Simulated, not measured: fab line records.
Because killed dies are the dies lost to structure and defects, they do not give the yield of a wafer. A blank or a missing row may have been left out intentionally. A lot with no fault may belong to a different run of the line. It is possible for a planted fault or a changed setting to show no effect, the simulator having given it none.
fab line records :: flow nandHarc
record
  lots=13
  wafers=39
  lastDay=33
route steps=1302 shown A_CHANNEL_FILL_D1@508 A_ONON_D2@565 A_CHANNEL_HOLE_D2@571
lots that met no fault: from a run of the same line without faults
startH: hours from the record's opening day to when the first of the lot's shown wafers began :: waitH: hours elapsed since this lot's preceding step :: " repeats the value in the row above :: L1.1+2: one row covering several wafers at once :: - either no value or no given start :: * or withheld: withheld :: < > ~ a bound
route shown NAME@n: names a module that has steps shown in the file, with the first one's number in the route :: usual: mean/standard deviation taken from wafers without a fault :: same: alike in all rows :: chamber/n: place in a boat :: sites: the reading at each site :: _std_site: standard deviation of those values :: _edge_site: the outer-site mean with the inner-site mean subtracted :: radiusMm: for every site, how far away it sits from the centre of the wafer :: mask NAME#n: copy n :: behind: the last tool/chamber to shape the wafer :: hold: why the lot went on hold/how many hours it stayed there/how the hold came to an end :: device: transistor that didn't switch, given as n, p or np :: end of line: tests run on the same wafers once the route is complete :: where a step has no rows: the recipe by itself :: killed: count of dies lost to structure and defects at first sort (not the wafer's yield) :: map: per-die view of a wafer (x killed, . not killed, _ where there is no die)
set.NAME: the setting as run; set.NAME@STEP: as run at that earlier step :: model.NAME: the simulator's own value behind a step, which no gauge read
steps of the route over a sample of lots; a table a step, a row a wafer
services: a tool's chamber out of use, with start hour (startH, from the record's first day; less than 0 if before it), hours out, and reason
## steps
# step NHARC_A_CHANNEL_FILL_D1_ETCHBACK_08
# recipe
  targetDepthA=2200
  timeS=110
  c4f8FlowSccm=20
  arFlowSccm=withheld
  rfW=600
  biasW=300
  chemistry=C4F8
# usual
  oesProductAu=0.96/0.039
  rfVppV=439.9/2.1
lot.wafer: L651.1
tool: rieDiel-07
chamber: 2
startH: -
waitH: -
oesProductAu: 0.92
rfHoursCounterH: 5.4
rfVppV: 441.9

lot.wafer: L651.4
tool: rieDiel-07
chamber: 3
startH: -
waitH: -
oesProductAu: 1.01
rfHoursCounterH: 4.6
rfVppV: 441.4

lot.wafer: L651.3
tool: rieDiel-07
chamber: 0
startH: -
waitH: -
oesProductAu: 0.92
rfHoursCounterH: 5.0
rfVppV: 441.6

lot.wafer: L653.3
tool: rieDiel-09
chamber: 1
startH: -
waitH: -
oesProductAu: 0.92
rfHoursCounterH: 4.6
rfVppV: 437.9

lot.wafer: L653.2
tool: rieDiel-09
chamber: 2
startH: -
waitH: -
oesProductAu: 0.92
rfHoursCounterH: 4.4
rfVppV: 437.9

lot.wafer: L653.5
tool: rieDiel-09
chamber: 2
startH: -
waitH: -
oesProductAu: 0.93
rfHoursCounterH: -
rfVppV: 438.7

lot.wafer: L655.3
tool: rieDiel-05
chamber: 1
startH: -
waitH: -
oesProductAu: 0.92
rfHoursCounterH: 1.8
rfVppV: 442.2

lot.wafer: L655.2
tool: rieDiel-05
chamber: 2
startH: -
waitH: -
oesProductAu: 0.93
rfHoursCounterH: 2.0
rfVppV: 443.9

lot.wafer: L655.6
tool: rieDiel-05
chamber: 0
startH: -
waitH: -
oesProductAu: 0.90
rfHoursCounterH: -
rfVppV: 443.1

lot.wafer: L657.2
tool: rieDiel-05
chamber: 2
startH: -
waitH: -
oesProductAu: 0.93
rfHoursCounterH: 2.1
rfVppV: 442.8

lot.wafer: L657.1
tool: rieDiel-05
chamber: 1
startH: -
waitH: -
oesProductAu: 0.93
rfHoursCounterH: 1.9
rfVppV: 442.6

lot.wafer: L657.6
tool: rieDiel-05
chamber: 2
startH: -
waitH: -
oesProductAu: 0.94
rfHoursCounterH: -
rfVppV: 444.1

lot.wafer: L658.1
tool: rieDiel-09
chamber: 2
startH: -
waitH: -
oesProductAu: 0.92
rfHoursCounterH: 7.9
rfVppV: 438.7

lot.wafer: L658.3
tool: rieDiel-09
chamber: 1
startH: -
waitH: -
oesProductAu: 0.92
rfHoursCounterH: 8.2
rfVppV: 437.7

lot.wafer: L658.6
tool: rieDiel-09
chamber: 2
startH: -
waitH: -
oesProductAu: 0.92
rfHoursCounterH: -
rfVppV: 436.5

lot.wafer: L659.3
tool: rieDiel-07
chamber: 0
startH: -
waitH: -
oesProductAu: 0.99
rfHoursCounterH: 0.4
rfVppV: 440.8

lot.wafer: L659.1
tool: rieDiel-07
chamber: 1
startH: -
waitH: -
oesProductAu: 1.00
rfHoursCounterH: 0.3
rfVppV: 439.2

lot.wafer: L659.6
tool: rieDiel-07
chamber: 0
startH: -
waitH: -
oesProductAu: 1.00
rfHoursCounterH: -
rfVppV: 440.4

lot.wafer: L660.1
tool: rieDiel-09
chamber: 1
startH: -
waitH: -
oesProductAu: 1.00
rfHoursCounterH: 0.4
rfVppV: 439.4

lot.wafer: L660.6
tool: rieDiel-09
chamber: 3
startH: -
waitH: -
oesProductAu: 1.02
rfHoursCounterH: -
rfVppV: 440.6

lot.wafer: L660.5
tool: rieDiel-09
chamber: 0
startH: -
waitH: -
oesProductAu: 1.00
rfHoursCounterH: -
rfVppV: 437.1

lot.wafer: L663.2
tool: rieDiel-07
chamber: 0
startH: -
waitH: -
oesProductAu: 0.97
rfHoursCounterH: 3.4
rfVppV: 439.9

lot.wafer: L663.4
tool: rieDiel-07
chamber: 2
startH: -
waitH: -
oesProductAu: 0.97
rfHoursCounterH: 2.9
rfVppV: 443.1

lot.wafer: L663.5
tool: rieDiel-07
chamber: 3
startH: -
waitH: -
oesProductAu: 1.00
rfHoursCounterH: -
rfVppV: 440.1

lot.wafer: L666.1
tool: rieDiel-09
chamber: 1
startH: -
waitH: -
oesProductAu: 0.94
rfHoursCounterH: 2.8
rfVppV: 437.9

lot.wafer: L666.2
tool: rieDiel-09
chamber: 2
startH: -
waitH: -
oesProductAu: 0.94
rfHoursCounterH: 2.8
rfVppV: 436.9

lot.wafer: L666.3
tool: rieDiel-09
chamber: 3
startH: -
waitH: -
oesProductAu: 0.94
rfHoursCounterH: 2.4
rfVppV: 438.1

lot.wafer: L671.2
tool: rieDiel-07
chamber: 3
startH: -
waitH: -
oesProductAu: 0.92
rfHoursCounterH: 6.8
rfVppV: 440.6

lot.wafer: L671.3
tool: rieDiel-07
chamber: 1
startH: -
waitH: -
oesProductAu: 0.93
rfHoursCounterH: 6.4
rfVppV: 439.0

lot.wafer: L671.5
tool: rieDiel-07
chamber: 0
startH: -
waitH: -
oesProductAu: 0.92
rfHoursCounterH: -
rfVppV: 440.6

lot.wafer: L672.2
tool: rieDiel-05
chamber: 3
startH: -
waitH: -
oesProductAu: 1.00
rfHoursCounterH: 1.7
rfVppV: 439.6

lot.wafer: L672.1
tool: rieDiel-05
chamber: 0
startH: -
waitH: -
oesProductAu: 0.98
rfHoursCounterH: 1.9
rfVppV: 443.8

lot.wafer: L672.3
tool: rieDiel-05
chamber: 1
startH: -
waitH: -
oesProductAu: 0.99
rfHoursCounterH: 1.8
rfVppV: 439.5

lot.wafer: L673.1
tool: rieDiel-05
chamber: 0
startH: -
waitH: -
oesProductAu: 0.98
rfHoursCounterH: 2.0
rfVppV: 444.2

lot.wafer: L673.2
tool: rieDiel-05
chamber: 1
startH: -
waitH: -
oesProductAu: 1.01
rfHoursCounterH: 2.0
rfVppV: 441.8

lot.wafer: L673.4
tool: rieDiel-05
chamber: 2
startH: -
waitH: -
oesProductAu: 1.00
rfHoursCounterH: 1.9
rfVppV: 442.3

lot.wafer: L674.2
tool: rieDiel-09
chamber: 0
startH: -
waitH: -
oesProductAu: 0.93
rfHoursCounterH: 6.4
rfVppV: 439.0

lot.wafer: L674.4
tool: rieDiel-09
chamber: 2
startH: -
waitH: -
oesProductAu: 0.93
rfHoursCounterH: 6.9
rfVppV: 438.8

lot.wafer: L674.6
tool: rieDiel-09
chamber: 1
startH: -
waitH: -
oesProductAu: 0.93
rfHoursCounterH: -
rfVppV: 437.7
# step NHARC_A_ONON_D2_THK_MEAS_30
# recipe
  thkMeasGauge=ellipsometry
# usual
  thkNm=1003/12
lot.wafer: L651.1
tool: filmMetro-01
chamber: -
startH: 298.25
waitH: -
thkNm: 998

lot.wafer: L651.3
tool: filmMetro-01
chamber: -
startH: 298.25
waitH: -
thkNm: 999

lot.wafer: L651.4
tool: filmMetro-01
chamber: -
startH: 298.25
waitH: -
thkNm: 998

lot.wafer: L653.2
tool: filmMetro-01
chamber: -
startH: 315.58
waitH: -
thkNm: 1013

lot.wafer: L653.3
tool: filmMetro-01
chamber: -
startH: 315.58
waitH: -
thkNm: 1011

lot.wafer: L653.5
tool: filmMetro-01
chamber: -
startH: 315.58
waitH: -
thkNm: 1012

lot.wafer: L655.2
tool: filmMetro-01
chamber: -
startH: 345.14
waitH: -
thkNm: 1006

lot.wafer: L655.3
tool: filmMetro-01
chamber: -
startH: 345.14
waitH: -
thkNm: 1007

lot.wafer: L655.6
tool: filmMetro-01
chamber: -
startH: 345.14
waitH: -
thkNm: 1005

lot.wafer: L657.1
tool: filmMetro-01
chamber: -
startH: 345.15
waitH: -
thkNm: 1008

lot.wafer: L657.2
tool: filmMetro-01
chamber: -
startH: 345.15
waitH: -
thkNm: 1009

lot.wafer: L657.6
tool: filmMetro-01
chamber: -
startH: 345.15
waitH: -
thkNm: 1009

lot.wafer: L658.1
tool: filmMetro-01
chamber: -
startH: 364.97
waitH: -
thkNm: 1001

lot.wafer: L658.3
tool: filmMetro-01
chamber: -
startH: 364.97
waitH: -
thkNm: 1000

lot.wafer: L658.6
tool: filmMetro-01
chamber: -
startH: 364.97
waitH: -
thkNm: 1000

lot.wafer: L659.1
tool: filmMetro-02
chamber: -
startH: 364.99
waitH: -
thkNm: 990

lot.wafer: L659.3
tool: filmMetro-02
chamber: -
startH: 364.99
waitH: -
thkNm: 990

lot.wafer: L659.6
tool: filmMetro-02
chamber: -
startH: 364.99
waitH: -
thkNm: 989

lot.wafer: L660.1
tool: filmMetro-01
chamber: -
startH: 385.89
waitH: -
thkNm: 1000

lot.wafer: L660.5
tool: filmMetro-01
chamber: -
startH: 385.89
waitH: -
thkNm: 1001

lot.wafer: L660.6
tool: filmMetro-01
chamber: -
startH: 385.89
waitH: -
thkNm: 1000

lot.wafer: L663.2
tool: filmMetro-02
chamber: -
startH: 422.53
waitH: -
thkNm: 992

lot.wafer: L663.4
tool: filmMetro-02
chamber: -
startH: 422.53
waitH: -
thkNm: 992

lot.wafer: L663.5
tool: filmMetro-02
chamber: -
startH: 422.53
waitH: -
thkNm: 993

lot.wafer: L666.1
tool: filmMetro-02
chamber: -
startH: 434.11
waitH: -
thkNm: 997

lot.wafer: L666.2
tool: filmMetro-02
chamber: -
startH: 434.11
waitH: -
thkNm: 997

lot.wafer: L666.3
tool: filmMetro-02
chamber: -
startH: 434.11
waitH: -
thkNm: 995

lot.wafer: L671.2
tool: filmMetro-01
chamber: -
startH: 476.70
waitH: -
thkNm: 1004

lot.wafer: L671.3
tool: filmMetro-01
chamber: -
startH: 476.70
waitH: -
thkNm: 1004

lot.wafer: L671.5
tool: filmMetro-01
chamber: -
startH: 476.70
waitH: -
thkNm: 1004

lot.wafer: L672.1
tool: filmMetro-02
chamber: -
startH: 505.21
waitH: -
thkNm: 1014

lot.wafer: L672.2
tool: filmMetro-02
chamber: -
startH: 505.21
waitH: -
thkNm: 1015

lot.wafer: L672.3
tool: filmMetro-02
chamber: -
startH: 505.21
waitH: -
thkNm: 1015

lot.wafer: L674.2
tool: filmMetro-01
chamber: -
startH: 519.07
waitH: -
thkNm: 997

lot.wafer: L674.4
tool: filmMetro-01
chamber: -
startH: 519.07
waitH: -
thkNm: 997

lot.wafer: L674.6
tool: filmMetro-01
chamber: -
startH: 519.07
waitH: -
thkNm: 997

lot.wafer: L673.1
tool: filmMetro-02
chamber: -
startH: 519.07
waitH: -
thkNm: 1008

lot.wafer: L673.2
tool: filmMetro-02
chamber: -
startH: 519.07
waitH: -
thkNm: 1010

lot.wafer: L673.4
tool: filmMetro-02
chamber: -
startH: 519.07
waitH: -
thkNm: 1011
# step NHARC_A_ONON_D2_DEP_33
# recipe
  targetThkA=2000
  tempC=400
  pressureTorr=6.5
  rfW=900
  teosFlowSccm=161.4
  flowSccm=2650
  targetThkNm=200
  gas=O2
  material=SiO2
# usual
  heaterPowerW=548/84
  throttleValvePct=16.3/0.4
lot.wafer: L651.3
tool: pecvd-01
chamber: 2
startH: 298.31
waitH: 0.1
heaterPowerW: 438
throttleValvePct: 17.0

lot.wafer: L651.1
tool: pecvd-01
chamber: 1
startH: 298.31
waitH: 0.1
heaterPowerW: 674
throttleValvePct: 16.7

lot.wafer: L651.4
tool: pecvd-01
chamber: 1
startH: 298.31
waitH: 0.1
heaterPowerW: 707
throttleValvePct: 17.0

lot.wafer: L653.3
tool: pecvd-02
chamber: 2
startH: 315.64
waitH: 0.1
heaterPowerW: 450
throttleValvePct: 16.1

lot.wafer: L653.2
tool: pecvd-02
chamber: 1
startH: 315.64
waitH: 0.1
heaterPowerW: 451
throttleValvePct: 15.9

lot.wafer: L653.5
tool: pecvd-02
chamber: 2
startH: 315.64
waitH: 0.1
heaterPowerW: 471
throttleValvePct: 16.0

lot.wafer: L655.3
tool: pecvd-02
chamber: 0
startH: 345.20
waitH: 0.1
heaterPowerW: 591
throttleValvePct: 15.6

lot.wafer: L655.2
tool: pecvd-02
chamber: 2
startH: 345.20
waitH: 0.1
heaterPowerW: 519
throttleValvePct: 16.5

lot.wafer: L655.6
tool: pecvd-02
chamber: 0
startH: 345.20
waitH: 0.1
heaterPowerW: 442
throttleValvePct: 16.2

lot.wafer: L657.2
tool: pecvd-01
chamber: 1
startH: 345.20
waitH: 0.1
heaterPowerW: 685
throttleValvePct: 16.7

lot.wafer: L657.1
tool: pecvd-01
chamber: 0
startH: 345.20
waitH: 0.1
heaterPowerW: 531
throttleValvePct: 15.8

lot.wafer: L657.6
tool: pecvd-01
chamber: 2
startH: 345.20
waitH: 0.1
heaterPowerW: 433
throttleValvePct: 16.5

lot.wafer: L659.3
tool: pecvd-01
chamber: 2
startH: 365.05
waitH: 0.1
heaterPowerW: 532
throttleValvePct: 16.3

lot.wafer: L659.1
tool: pecvd-01
chamber: 1
startH: 365.05
waitH: 0.1
heaterPowerW: 688
throttleValvePct: 16.5

lot.wafer: L659.6
tool: pecvd-01
chamber: 2
startH: 365.05
waitH: 0.1
heaterPowerW: 541
throttleValvePct: 16.1

lot.wafer: L658.3
tool: pecvd-04
chamber: 0
startH: 365.07
waitH: 0.1
heaterPowerW: 558
throttleValvePct: 16.7

lot.wafer: L658.1
tool: pecvd-04
chamber: 1
startH: 365.07
waitH: 0.1
heaterPowerW: 440
throttleValvePct: 16.5

lot.wafer: L658.6
tool: pecvd-04
chamber: 2
startH: 365.07
waitH: 0.1
heaterPowerW: 679
throttleValvePct: 16.7

lot.wafer: L660.1
tool: pecvd-02
chamber: 2
startH: 386.04
waitH: 0.1
heaterPowerW: 570
throttleValvePct: 16.6

lot.wafer: L660.5
tool: pecvd-02
chamber: 1
startH: 386.04
waitH: 0.1
heaterPowerW: 465
throttleValvePct: 16.0

lot.wafer: L660.6
tool: pecvd-02
chamber: 0
startH: 386.04
waitH: 0.1
heaterPowerW: 564
throttleValvePct: 16.1

lot.wafer: L663.2
tool: pecvd-01
chamber: 2
startH: 422.63
waitH: 0.1
heaterPowerW: 500
throttleValvePct: 16.3

lot.wafer: L663.4
tool: pecvd-01
chamber: 1
startH: 422.63
waitH: 0.1
heaterPowerW: 722
throttleValvePct: 16.5

lot.wafer: L663.5
tool: pecvd-01
chamber: 0
startH: 422.63
waitH: 0.1
heaterPowerW: 636
throttleValvePct: 15.9

lot.wafer: L666.3
tool: pecvd-01
chamber: 2
startH: 434.17
waitH: 0.1
heaterPowerW: 478
throttleValvePct: 16.2

lot.wafer: L666.1
tool: pecvd-01
chamber: 0
startH: 434.17
waitH: 0.1
heaterPowerW: 581
throttleValvePct: 15.8

lot.wafer: L666.2
tool: pecvd-01
chamber: 1
startH: 434.17
waitH: 0.1
heaterPowerW: 700
throttleValvePct: 16.4

lot.wafer: L671.2
tool: pecvd-02
chamber: 0
startH: 476.76
waitH: 0.1
heaterPowerW: 604
throttleValvePct: 16.2

lot.wafer: L671.3
tool: pecvd-02
chamber: 1
startH: 476.76
waitH: 0.1
heaterPowerW: 382
throttleValvePct: 15.9

lot.wafer: L671.5
tool: pecvd-02
chamber: 1
startH: 476.76
waitH: 0.1
heaterPowerW: 405
throttleValvePct: 15.8

lot.wafer: L672.1
tool: pecvd-04
chamber: 1
startH: 505.37
waitH: 0.2
heaterPowerW: 497
throttleValvePct: 16.3

lot.wafer: L672.2
tool: pecvd-04
chamber: 2
startH: 505.37
waitH: 0.2
heaterPowerW: 671
throttleValvePct: 16.6

lot.wafer: L672.3
tool: pecvd-04
chamber: 0
startH: 505.37
waitH: 0.2
heaterPowerW: 391
throttleValvePct: 16.5

lot.wafer: L674.2
tool: pecvd-01
chamber: 1
startH: 519.12
waitH: 0.1
heaterPowerW: 625
throttleValvePct: 17.2

lot.wafer: L674.4
tool: pecvd-01
chamber: 1
startH: 519.12
waitH: 0.1
heaterPowerW: 648
throttleValvePct: 17.1

lot.wafer: L674.6
tool: pecvd-01
chamber: 0
startH: 519.12
waitH: 0.1
heaterPowerW: 571
throttleValvePct: 15.7

lot.wafer: L673.2
tool: pecvd-04
chamber: 2
startH: 519.13
waitH: 0.1
heaterPowerW: 680
throttleValvePct: 16.9

lot.wafer: L673.1
tool: pecvd-04
chamber: 1
startH: 519.13
waitH: 0.1
heaterPowerW: 553
throttleValvePct: 16.1

lot.wafer: L673.4
tool: pecvd-04
chamber: 2
startH: 519.13
waitH: 0.1
heaterPowerW: 697
throttleValvePct: 16.7
# step NHARC_A_ONON_D2_THK_MEAS_34
# recipe
  thkMeasGauge=ellipsometry
# usual
  thkNm=199.5/2.4
lot.wafer: L651.1
tool: filmMetro-01
chamber: -
startH: 298.72
waitH: -
thkNm: 202.2

lot.wafer: L651.3
tool: filmMetro-01
chamber: -
startH: 298.72
waitH: -
thkNm: 197.8

lot.wafer: L651.4
tool: filmMetro-01
chamber: -
startH: 298.72
waitH: -
thkNm: 207.0

lot.wafer: L653.2
tool: filmMetro-02
chamber: -
startH: 316.05
waitH: -
thkNm: 196.0

lot.wafer: L653.3
tool: filmMetro-02
chamber: -
startH: 316.05
waitH: -
thkNm: 200.1

lot.wafer: L653.5
tool: filmMetro-02
chamber: -
startH: 316.05
waitH: -
thkNm: 201.8

lot.wafer: L655.2
tool: filmMetro-01
chamber: -
startH: 345.61
waitH: -
thkNm: 200.9

lot.wafer: L655.3
tool: filmMetro-01
chamber: -
startH: 345.61
waitH: -
thkNm: 201.6

lot.wafer: L655.6
tool: filmMetro-01
chamber: -
startH: 345.61
waitH: -
thkNm: 200.5

lot.wafer: L657.1
tool: filmMetro-02
chamber: -
startH: 345.61
waitH: -
thkNm: 198.6

lot.wafer: L657.2
tool: filmMetro-02
chamber: -
startH: 345.61
waitH: -
thkNm: 195.9

lot.wafer: L657.6
tool: filmMetro-02
chamber: -
startH: 345.61
waitH: -
thkNm: 200.6

lot.wafer: L658.1
tool: filmMetro-02
chamber: -
startH: 365.44
waitH: -
thkNm: 198.4

lot.wafer: L658.3
tool: filmMetro-02
chamber: -
startH: 365.44
waitH: -
thkNm: 196.6

lot.wafer: L658.6
tool: filmMetro-02
chamber: -
startH: 365.44
waitH: -
thkNm: 199.5

lot.wafer: L659.1
tool: filmMetro-01
chamber: -
startH: 365.47
waitH: -
thkNm: 198.2

lot.wafer: L659.3
tool: filmMetro-01
chamber: -
startH: 365.47
waitH: -
thkNm: 196.8

lot.wafer: L659.6
tool: filmMetro-01
chamber: -
startH: 365.47
waitH: -
thkNm: 201.8

lot.wafer: L660.1
tool: filmMetro-01
chamber: -
startH: 386.40
waitH: -
thkNm: 195.1

lot.wafer: L660.5
tool: filmMetro-01
chamber: -
startH: 386.40
waitH: -
thkNm: 202.1

lot.wafer: L660.6
tool: filmMetro-01
chamber: -
startH: 386.40
waitH: -
thkNm: 199.5

lot.wafer: L663.2
tool: filmMetro-02
chamber: -
startH: 422.99
waitH: -
thkNm: 197.2

lot.wafer: L663.4
tool: filmMetro-02
chamber: -
startH: 422.99
waitH: -
thkNm: 180.1

lot.wafer: L663.5
tool: filmMetro-02
chamber: -
startH: 422.99
waitH: -
thkNm: 200.2

lot.wafer: L666.1
tool: filmMetro-02
chamber: -
startH: 434.58
waitH: -
thkNm: 199.8

lot.wafer: L666.2
tool: filmMetro-02
chamber: -
startH: 434.58
waitH: -
thkNm: 180.8

lot.wafer: L666.3
tool: filmMetro-02
chamber: -
startH: 434.58
waitH: -
thkNm: 195.1

lot.wafer: L671.2
tool: filmMetro-02
chamber: -
startH: 477.17
waitH: -
thkNm: 198.3

lot.wafer: L671.3
tool: filmMetro-02
chamber: -
startH: 477.17
waitH: -
thkNm: 199.6

lot.wafer: L671.5
tool: filmMetro-02
chamber: -
startH: 477.17
waitH: -
thkNm: 202.5

lot.wafer: L672.1
tool: filmMetro-02
chamber: -
startH: 505.78
waitH: -
thkNm: 197.6

lot.wafer: L672.2
tool: filmMetro-02
chamber: -
startH: 505.78
waitH: -
thkNm: 197.5

lot.wafer: L672.3
tool: filmMetro-02
chamber: -
startH: 505.78
waitH: -
thkNm: 197.8

lot.wafer: L674.2
tool: filmMetro-01
chamber: -
startH: 519.54
waitH: -
thkNm: 196.3

lot.wafer: L674.4
tool: filmMetro-01
chamber: -
startH: 519.54
waitH: -
thkNm: 201.0

lot.wafer: L674.6
tool: filmMetro-01
chamber: -
startH: 519.54
waitH: -
thkNm: 201.2

lot.wafer: L673.1
tool: filmMetro-02
chamber: -
startH: 519.54
waitH: -
thkNm: 199.9

lot.wafer: L673.2
tool: filmMetro-02
chamber: -
startH: 519.54
waitH: -
thkNm: 196.3

lot.wafer: L673.4
tool: filmMetro-02
chamber: -
startH: 519.54
waitH: -
thkNm: 198.0
# step NHARC_A_CHANNEL_HOLE_D2_DEP_01
# recipe
  targetThkA=1400
  targetThkNm=140
  tempC=400
  pressureTorr=3.5
  flowSccm=200
  rfW=350
  material=SiON
# usual
  heaterPowerW=733/81
lot.wafer: L651.1
tool: pecvd-02
chamber: 1
startH: 312.59
waitH: 1.6
heaterPowerW: 568

lot.wafer: L651.3
tool: pecvd-02
chamber: 2
startH: 312.59
waitH: 1.6
heaterPowerW: 766

lot.wafer: L651.4
tool: pecvd-02
chamber: 0
startH: 312.59
waitH: 1.6
heaterPowerW: 627

lot.wafer: L653.3
tool: pecvd-03
chamber: 1
startH: 323.79
waitH: 1.0
heaterPowerW: 722

lot.wafer: L653.2
tool: pecvd-03
chamber: 0
startH: 323.79
waitH: 1.0
heaterPowerW: 782

lot.wafer: L653.5
tool: pecvd-03
chamber: 0
startH: 323.79
waitH: 1.0
heaterPowerW: 788

lot.wafer: L655.3
tool: pecvd-03
chamber: 0
startH: 352.09
waitH: 1.0
heaterPowerW: 802

lot.wafer: L655.2
tool: pecvd-03
chamber: 2
startH: 352.09
waitH: 1.0
heaterPowerW: 570

lot.wafer: L655.6
tool: pecvd-03
chamber: 0
startH: 352.09
waitH: 1.0
heaterPowerW: 830

lot.wafer: L657.2
tool: pecvd-03
chamber: 2
startH: 354.00
waitH: 1.3
heaterPowerW: 642

lot.wafer: L657.1
tool: pecvd-03
chamber: 1
startH: 354.00
waitH: 1.3
heaterPowerW: 659

lot.wafer: L657.6
tool: pecvd-03
chamber: 2
startH: 354.00
waitH: 1.3
heaterPowerW: 652

lot.wafer: L658.3
tool: pecvd-02
chamber: 2
startH: 368.61
waitH: 1.0
heaterPowerW: 773

lot.wafer: L658.1
tool: pecvd-02
chamber: 1
startH: 368.61
waitH: 1.0
heaterPowerW: 660

lot.wafer: L658.6
tool: pecvd-02
chamber: 0
startH: 368.61
waitH: 1.0
heaterPowerW: 669

lot.wafer: L659.3
tool: pecvd-01
chamber: 0
startH: 368.80
waitH: 1.0
heaterPowerW: 768

lot.wafer: L659.1
tool: pecvd-01
chamber: 1
startH: 368.80
waitH: 1.0
heaterPowerW: 905

lot.wafer: L659.6
tool: pecvd-01
chamber: 1
startH: 368.80
waitH: 1.0
heaterPowerW: 885

lot.wafer: L660.1
tool: pecvd-01
chamber: 2
startH: 393.63
waitH: 1.7
heaterPowerW: 732

lot.wafer: L660.6
tool: pecvd-01
chamber: 2
startH: 393.63
waitH: 1.7
heaterPowerW: 717

lot.wafer: L660.5
tool: pecvd-01
chamber: 0
startH: 393.63
waitH: 1.7
heaterPowerW: 693

lot.wafer: L663.2
tool: pecvd-01
chamber: 1
startH: 425.01
waitH: 1.3
heaterPowerW: 920

lot.wafer: L663.5
tool: pecvd-01
chamber: 2
startH: 425.01
waitH: 1.3
heaterPowerW: 673

lot.wafer: L663.4
tool: pecvd-01
chamber: 0
startH: 425.01
waitH: 1.3
heaterPowerW: 835

lot.wafer: L666.3
tool: pecvd-02
chamber: 1
startH: 436.65
waitH: 1.0
heaterPowerW: 680

lot.wafer: L666.2
tool: pecvd-02
chamber: 2
startH: 436.65
waitH: 1.0
heaterPowerW: 769

lot.wafer: L666.1
tool: pecvd-02
chamber: 0
startH: 436.65
waitH: 1.0
heaterPowerW: 722

lot.wafer: L671.2
tool: pecvd-02
chamber: 0
startH: 480.01
waitH: 1.3
heaterPowerW: 818

lot.wafer: L671.3
tool: pecvd-02
chamber: 1
startH: 480.01
waitH: 1.3
heaterPowerW: 553

lot.wafer: L671.5
tool: pecvd-02
chamber: 0
startH: 480.01
waitH: 1.3
heaterPowerW: 801

lot.wafer: L672.1
tool: pecvd-03
chamber: 2
startH: 510.39
waitH: 1.6
heaterPowerW: 618

lot.wafer: L672.3
tool: pecvd-03
chamber: 0
startH: 510.39
waitH: 1.6
heaterPowerW: 747

lot.wafer: L672.2
tool: pecvd-03
chamber: 1
startH: 510.39
waitH: 1.6
heaterPowerW: 726

lot.wafer: L674.2
tool: pecvd-02
chamber: 1
startH: 527.18
waitH: 1.3
heaterPowerW: 584

lot.wafer: L674.4
tool: pecvd-02
chamber: 1
startH: 527.18
waitH: 1.3
heaterPowerW: 593

lot.wafer: L674.6
tool: pecvd-02
chamber: 2
startH: 527.18
waitH: 1.3
heaterPowerW: 809

lot.wafer: L673.1
tool: pecvd-03
chamber: 1
startH: 527.56
waitH: 1.6
heaterPowerW: 758

lot.wafer: L673.2
tool: pecvd-03
chamber: 2
startH: 527.56
waitH: 1.6
heaterPowerW: 666

lot.wafer: L673.4
tool: pecvd-03
chamber: 1
startH: 527.56
waitH: 1.6
heaterPowerW: 764
## services
tool: rieDiel-09
chamber: -
startH: 214.93
hours: 3.0
kind: repair

tool: pecvd-02
chamber: -
startH: 227.18
hours: 13.0
kind: pm

tool: pecvd-02
chamber: 2
startH: 258.34
hours: 4.6
kind: repair

tool: pecvd-02
chamber: -
startH: 264.57
hours: 0.8
kind: repair

tool: pecvd-01
chamber: -
startH: 264.74
hours: 2.4
kind: repair

tool: pecvd-03
chamber: -
startH: 297.08
hours: 0.4
kind: repair

tool: pecvd-03
chamber: 0
startH: 317.86
hours: 3.1
kind: repair

tool: rieDiel-09
chamber: -
startH: 320.10
hours: 9.0
kind: pm

tool: pecvd-01
chamber: -
startH: 323.07
hours: 13.0
kind: pm

tool: rieDiel-09
chamber: 3
startH: 354.91
hours: 2.0
kind: repair

tool: pecvd-03
chamber: -
startH: 366.00
hours: 13.0
kind: pm

tool: pecvd-02
chamber: -
startH: 408.19
hours: 13.0
kind: pm

tool: pecvd-03
chamber: 2
startH: 408.63
hours: 6.7
kind: repair

tool: pecvd-01
chamber: -
startH: 430.20
hours: 1.5
kind: repair

tool: pecvd-02
chamber: 2
startH: 482.13
hours: 1.7
kind: repair

tool: rieDiel-09
chamber: 2
startH: 486.41
hours: 7.1
kind: repair

tool: rieDiel-09
chamber: 1
startH: 488.70
hours: 10.0
kind: repair

tool: rieDiel-09
chamber: 3
startH: 489.59
hours: 6.8
kind: repair

tool: rieDiel-09
chamber: -
startH: 497.10
hours: 9.0
kind: pm

tool: pecvd-03
chamber: -
startH: 497.69
hours: 1.1
kind: repair

tool: pecvd-01
chamber: -
startH: 504.31
hours: 13.0
kind: pm

tool: pecvd-03
chamber: 0
startH: 512.03
hours: 3.9
kind: repair

tool: pecvd-02
chamber: 2
startH: 518.55
hours: 3.7
kind: repair

tool: rieDiel-09
chamber: 2
startH: 526.24
hours: 4.2
kind: repair
## key
firstSign
  step=NHARC_A_ONON_D2_THK_MEAS_34
  reading=thkNm
  direction=down
  sigmas=7.8
  usual=199.5
  struck=180.5
effect none on later readings
metAt NHARC_A_ONON_D2_DEP_33
struckLots L663,L666
struckWafers L663.4,L666.2
testerLeftOut L663,L666
notActingAt NHARC_A_CHANNEL_FILL_D1_ETCHBACK_08,NHARC_A_ONON_D2_THK_MEAS_30,NHARC_A_CHANNEL_HOLE_D2_DEP_01
onsetBetween 365.05 422.63
fault
  kind=processParameterDrift
  tool=pecvd-01
  chamber=1
  onsetH=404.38
  steps=NHARC_A_ONON_D2_DEP_33
  channel=teosFlowSccm
  offset=*
  shape=step
  endH=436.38
  actsIn=*
  stated=*
# testerLeftOut: of these lots the tester's yield and bins aren't shown, on N5 and GAA mostly nor the transistor test; their killed dies are dies lost to structure and defects alone, not to doping, threshold or leakage, so they don't give the yield
